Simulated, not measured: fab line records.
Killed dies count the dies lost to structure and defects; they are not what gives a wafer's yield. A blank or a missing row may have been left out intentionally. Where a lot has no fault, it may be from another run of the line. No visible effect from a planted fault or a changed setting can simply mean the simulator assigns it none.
fab line records	flow nand_harc	part 2 of 2: steps 21 to 30 of 30
record: lots: 5	wafers: 15	last_day: 32
route steps=1302 shown A_CONTACT@983
lots untouched by any fault: they come from a run of this same line in which no faults occurred
start_h: hours from the record's opening day to when the first of the lot's shown wafers began	wait_h: how many hours have passed since the lot's step before this one	" the same as in the row above	L1.1+2: a single row standing in for several wafers	- no value present, or no start provided	* or withheld: withheld	< > ~ a bound
route shown NAME@n: NAME is a module with steps in the file, n the number in the route of the first one	usual: mean/standard deviation of fault-free wafers	same: alike in all rows	chamber/n: place in a boat	sites: readings site by site	_std_site: how widely they spread, as a standard deviation	_edge_site: inner sites' mean taken away from outer sites' mean	radius_mm: how far each site lies from the wafer's centre	mask NAME#n: copy n	behind: the last tool/chamber to shape the wafer	hold: what put the lot on hold/how long, in hours/how the hold closed	device: whichever transistor did not switch (one of n, p or np)	end of line: tests run on the same wafers once the route is complete	for a step that has no rows: nothing shown but its recipe	killed: count of dies lost to structure and defects at first sort (not the wafer's yield)	map: shows each die of a wafer: x if killed, . if not, _ if none is there
set.NAME: the run value of the setting; set.NAME@STEP: its run value at that earlier step	model.NAME: the simulator's own value behind a step, which no gauge read
a table for each step, a row for each wafer; lots at some steps of the route
services: from which hour (start_h, from the record's first day; less than 0 if before it) a tool's chamber was out of use, for how many hours, and why
== steps ==
step: NHARC_A_CONTACT_ETCH_51
recipe: target_depth_a: 70000	over_etch_frac: 0.3	time_s: 1820	ion_energy_ev: 150	o2_flow_sccm: 400	cos_flow_sccm: 20	ar_flow_sccm: 0	rf_w: 500	bias_w: 300	chemistry: O2/COS
usual: bias_w: 300.1/0.85	drypump_motor_current_A: 5.7/0.41	oes_product_au: 0.998/0.013	rf_vpp_V: 313.7/2.1	showerhead_plenum_p_Torr: 3.09/0.15	throttle_valve_pct: 28.331/0.01
same: over_etch_frac: 0.3
lot.wafer	tool	chamber	start_h	wait_h	bias_w	drypump_motor_current_A	oes_product_au	rf_hours_counter_h	rf_vpp_V	showerhead_plenum_p_Torr	throttle_valve_pct
L078.1	rie_diel-09	3	-	-	299.4	5.8	0.990	7	314.5	3.13	28.336
L078.3	"	1	"	"	299.9	6.2	1.000	9	316.1	3.28	28.336
L078.5	"	0	"	"	300.4	6.0	1.016	-	311.6	2.96	28.326
L082.2	rie_diel-02	2	-	-	301.7	5.8	1.016	27	312.6	3.04	28.337
L082.1	"	3	"	"	300.3	6.1	0.998	26	315.6	3.36	28.319
L082.3	"	0	"	"	300.8	5.2	0.977	23	313.5	3.09	28.327
L087.4	rie_diel-09	0	-	-	299.6	6.0	0.999	54	312.1	2.94	28.325
L087.2	"	1	"	"	300.4	6.2	1.003	53	315.6	3.26	28.337
L087.6	"	3	"	"	300.1	5.8	0.983	-	313.5	3.11	28.339
L090.4	rie_diel-02	1	-	-	300.4	5.3	0.999	16	310.9	2.92	28.349
L090.3	"	2	"	"	300.1	5.8	1.026	16	312.5	3.03	28.322
L090.5	"	2	"	"	300.1	5.8	1.012	-	313.2	3.03	28.338
L093.2	rie_diel-02	1	-	-	300.9	5.3	0.980	23	313.6	2.92	28.337
L093.1	"	2	"	"	299.5	5.9	1.015	23	313.2	3.02	28.336
L093.6	"	0	"	"	299.4	5.2	0.982	-	314.3	3.08	28.338
step: NHARC_A_CONTACT_ETCH_111
recipe: source_w: withheld	pressure_mtorr: 20	bias_v: withheld	time_s: 140	target_depth_a: 7000	ar_flow_sccm: withheld	c4f8_flow_sccm: withheld	o2_flow_sccm: withheld	chemistry: C4F8/O2/Ar
lot.wafer	tool	chamber	start_h	wait_h	rf_hours_counter_h
L078.1	har_cap_etch-02	0	521.43	-	84
L078.3	"	0	"	"	-
L078.5	"	1	"	"	-
L082.1	har_cap_etch-01	0	571.81	-	11
L082.2	"	1	"	"	11
L082.3	"	1	"	"	-
L087.2	har_cap_etch-03	0	635.79	-	70
L087.4	"	1	"	"	-
L087.6	"	0	"	"	-
L090.4	har_cap_etch-02	1	654.25	-	-
L090.3	"	0	"	"	-
L090.5	"	1	"	"	-
L093.2	har_cap_etch-01	1	686.35	-	33
L093.1	"	0	"	"	33
L093.6	"	1	"	"	-
step: NHARC_A_CONTACT_ETCH_112
recipe: source_w: withheld	pressure_mtorr: 20	bias_v: 3000	time_s: 190	target_depth_a: 18500	ar_flow_sccm: withheld	c4f8_flow_sccm: withheld	o2_flow_sccm: withheld	chemistry: C4F8/O2/Ar
lot.wafer	tool	chamber	start_h	wait_h	rf_hours_counter_h
L078.1	har_cap_etch-02	0	521.63	0.2	84
L078.3	"	0	"	"	-
L078.5	"	1	"	"	-
L082.1	har_cap_etch-01	0	572.01	0.2	11
L082.2	"	1	"	"	11
L082.3	"	1	"	"	-
L087.2	har_cap_etch-03	0	635.98	0.2	70
L087.4	"	1	"	"	-
L087.6	"	0	"	"	-
L090.4	har_cap_etch-02	1	654.44	0.2	-
L090.3	"	0	"	"	-
L090.5	"	1	"	"	-
L093.2	har_cap_etch-01	1	686.55	0.2	33
L093.1	"	0	"	"	33
L093.6	"	1	"	"	-
step: NHARC_A_CONTACT_ETCH_113
recipe: source_w: withheld	pressure_mtorr: 20	bias_v: 3000	time_s: 190	target_depth_a: 18500	ar_flow_sccm: withheld	c4f8_flow_sccm: withheld	o2_flow_sccm: withheld	chemistry: C4F8/O2/Ar
lot.wafer	tool	chamber	start_h	wait_h	rf_hours_counter_h
L078.1	har_cap_etch-02	0	521.80	0.1	84
L078.3	"	0	"	"	-
L078.5	"	1	"	"	-
L082.1	har_cap_etch-01	0	572.19	0.1	11
L082.2	"	1	"	"	11
L082.3	"	1	"	"	-
L087.2	har_cap_etch-03	0	636.15	0.1	71
L087.4	"	1	"	"	-
L087.6	"	0	"	"	-
L090.4	har_cap_etch-02	1	654.61	0.1	-
L090.3	"	0	"	"	-
L090.5	"	1	"	"	-
L093.2	har_cap_etch-01	1	686.72	0.1	33
L093.1	"	0	"	"	33
L093.6	"	1	"	"	-
step: NHARC_A_CONTACT_ETCH_114
recipe: source_w: withheld	pressure_mtorr: 20	bias_v: 3000	time_s: 190	target_depth_a: 18500	ar_flow_sccm: withheld	c4f8_flow_sccm: withheld	o2_flow_sccm: withheld	chemistry: C4F8/O2/Ar
lot.wafer	tool	chamber	start_h	wait_h	rf_hours_counter_h
L078.1	har_cap_etch-02	0	521.97	0.1	85
L078.3	"	0	"	"	-
L078.5	"	1	"	"	-
L082.1	har_cap_etch-01	0	572.36	0.1	11
L082.2	"	1	"	"	11
L082.3	"	1	"	"	-
L087.2	har_cap_etch-03	0	636.32	0.1	71
L087.4	"	1	"	"	-
L087.6	"	0	"	"	-
L090.4	har_cap_etch-02	1	654.78	0.1	-
L090.3	"	0	"	"	-
L090.5	"	1	"	"	-
L093.2	har_cap_etch-01	1	686.89	0.1	34
L093.1	"	0	"	"	34
L093.6	"	1	"	"	-
step: NHARC_A_CONTACT_ETCH_115
recipe: source_w: withheld	pressure_mtorr: 20	bias_v: 3000	time_s: 190	target_depth_a: 18500	ar_flow_sccm: withheld	c4f8_flow_sccm: withheld	o2_flow_sccm: withheld	chemistry: C4F8/O2/Ar
lot.wafer	tool	chamber	start_h	wait_h	rf_hours_counter_h
L078.1	har_cap_etch-02	0	522.14	0.1	85
L078.3	"	0	"	"	-
L078.5	"	1	"	"	-
L082.1	har_cap_etch-01	0	572.53	0.1	12
L082.2	"	1	"	"	12
L082.3	"	1	"	"	-
L087.2	har_cap_etch-03	0	636.49	0.1	71
L087.4	"	1	"	"	-
L087.6	"	0	"	"	-
L090.4	har_cap_etch-02	1	654.94	0.1	-
L090.3	"	0	"	"	-
L090.5	"	1	"	"	-
L093.2	har_cap_etch-01	1	687.06	0.1	34
L093.1	"	0	"	"	34
L093.6	"	1	"	"	-
step: NHARC_A_CONTACT_ETCH_116
recipe: source_w: withheld	pressure_mtorr: 20	bias_v: 3000	time_s: 190	target_depth_a: 18500	ar_flow_sccm: withheld	c4f8_flow_sccm: withheld	o2_flow_sccm: withheld	chemistry: C4F8/O2/Ar
lot.wafer	tool	chamber	start_h	wait_h	rf_hours_counter_h
L078.1	har_cap_etch-02	0	522.31	0.1	85
L078.3	"	0	"	"	-
L078.5	"	1	"	"	-
L082.1	har_cap_etch-01	0	572.70	0.1	12
L082.2	"	1	"	"	12
L082.3	"	1	"	"	-
L087.2	har_cap_etch-03	0	636.66	0.1	71
L087.4	"	1	"	"	-
L087.6	"	0	"	"	-
L090.4	har_cap_etch-02	1	655.11	0.1	-
L090.3	"	0	"	"	-
L090.5	"	1	"	"	-
L093.2	har_cap_etch-01	1	687.23	0.1	34
L093.1	"	0	"	"	34
L093.6	"	1	"	"	-
step: NHARC_A_CONTACT_ETCH_117
recipe: source_w: withheld	pressure_mtorr: 20	bias_v: 3000	time_s: 190	target_depth_a: 18500	ar_flow_sccm: withheld	c4f8_flow_sccm: withheld	o2_flow_sccm: withheld	chemistry: C4F8/O2/Ar
lot.wafer	tool	chamber	start_h	wait_h	rf_hours_counter_h
L078.1	har_cap_etch-02	0	522.48	0.1	85
L078.3	"	0	"	"	-
L078.5	"	1	"	"	-
L082.1	har_cap_etch-01	0	572.87	0.1	12
L082.2	"	1	"	"	12
L082.3	"	1	"	"	-
L087.2	har_cap_etch-03	0	636.83	0.1	71
L087.4	"	1	"	"	-
L087.6	"	0	"	"	-
L090.4	har_cap_etch-02	1	655.28	0.1	-
L090.3	"	0	"	"	-
L090.5	"	1	"	"	-
L093.2	har_cap_etch-01	1	687.41	0.1	34
L093.1	"	0	"	"	34
L093.6	"	1	"	"	-
step: NHARC_A_CONTACT_ETCH_118
recipe: source_w: withheld	pressure_mtorr: 20	bias_v: 3000	time_s: 190	target_depth_a: 18500	ar_flow_sccm: withheld	c4f8_flow_sccm: withheld	o2_flow_sccm: withheld	chemistry: C4F8/O2/Ar
lot.wafer	tool	chamber	start_h	wait_h	rf_hours_counter_h
L078.1	har_cap_etch-02	0	522.65	0.1	85
L078.3	"	0	"	"	-
L078.5	"	1	"	"	-
L082.1	har_cap_etch-01	0	573.04	0.1	12
L082.2	"	1	"	"	12
L082.3	"	1	"	"	-
L087.2	har_cap_etch-03	0	637.00	0.1	71
L087.4	"	1	"	"	-
L087.6	"	0	"	"	-
L090.4	har_cap_etch-02	1	655.45	0.1	-
L090.3	"	0	"	"	-
L090.5	"	1	"	"	-
L093.2	har_cap_etch-01	1	687.58	0.1	34
L093.1	"	0	"	"	34
L093.6	"	1	"	"	-
step: NHARC_A_CONTACT_ETCH_119
recipe: source_w: withheld	pressure_mtorr: 20	bias_v: 3000	time_s: 190	target_depth_a: 18500	ar_flow_sccm: withheld	c4f8_flow_sccm: withheld	o2_flow_sccm: withheld	chemistry: C4F8/O2/Ar
lot.wafer	tool	chamber	start_h	wait_h	rf_hours_counter_h
L078.1	har_cap_etch-02	0	522.82	0.1	85
L078.3	"	0	"	"	-
L078.5	"	1	"	"	-
L082.1	har_cap_etch-01	0	573.21	0.1	12
L082.2	"	1	"	"	12
L082.3	"	1	"	"	-
L087.2	har_cap_etch-03	0	637.17	0.1	71
L087.4	"	1	"	"	-
L087.6	"	0	"	"	-
L090.4	har_cap_etch-02	1	655.63	0.1	-
L090.3	"	0	"	"	-
L090.5	"	1	"	"	-
L093.2	har_cap_etch-01	1	687.75	0.1	34
L093.1	"	0	"	"	34
L093.6	"	1	"	"	-
== services ==
tool	chamber	start_h	hours	kind
pecvd-01	-	492.06	13.0	pm
har_cap_etch-01	-	497.00	17.0	pm
rie_diel-09	-	497.12	9.0	pm
rie_diel-02	3	501.59	3.2	repair
litho_track-01	-	505.00	7.0	pm
pecvd-01	0	516.80	8.8	repair
arfi_scanner-01	-	517.23	2.7	repair
rie_diel-02	0	517.66	3.6	repair
litho_track-06	-	529.00	7.0	pm
pecvd-04	-	538.78	0.7	repair
rie_diel-09	3	542.58	2.1	repair
acl_dep-01	-	550.12	13.0	pm
litho_track-04	-	553.01	7.0	pm
arfi_scanner-01	-	561.71	0.9	repair
rie_diel-02	-	571.37	9.0	pm
pecvd-02	-	589.69	13.0	pm
arfi_scanner-01	-	596.00	4.0	pm
arfi_scanner-01	-	604.09	0.7	repair
acl_dep-02	-	611.57	13.0	pm
pecvd-04	-	627.08	1.0	repair
pecvd-04	-	631.12	13.0	pm
rie_diel-02	0	649.90	1.2	repair
rie_diel-09	-	674.58	9.0	pm
litho_track-01	-	680.00	7.0	pm
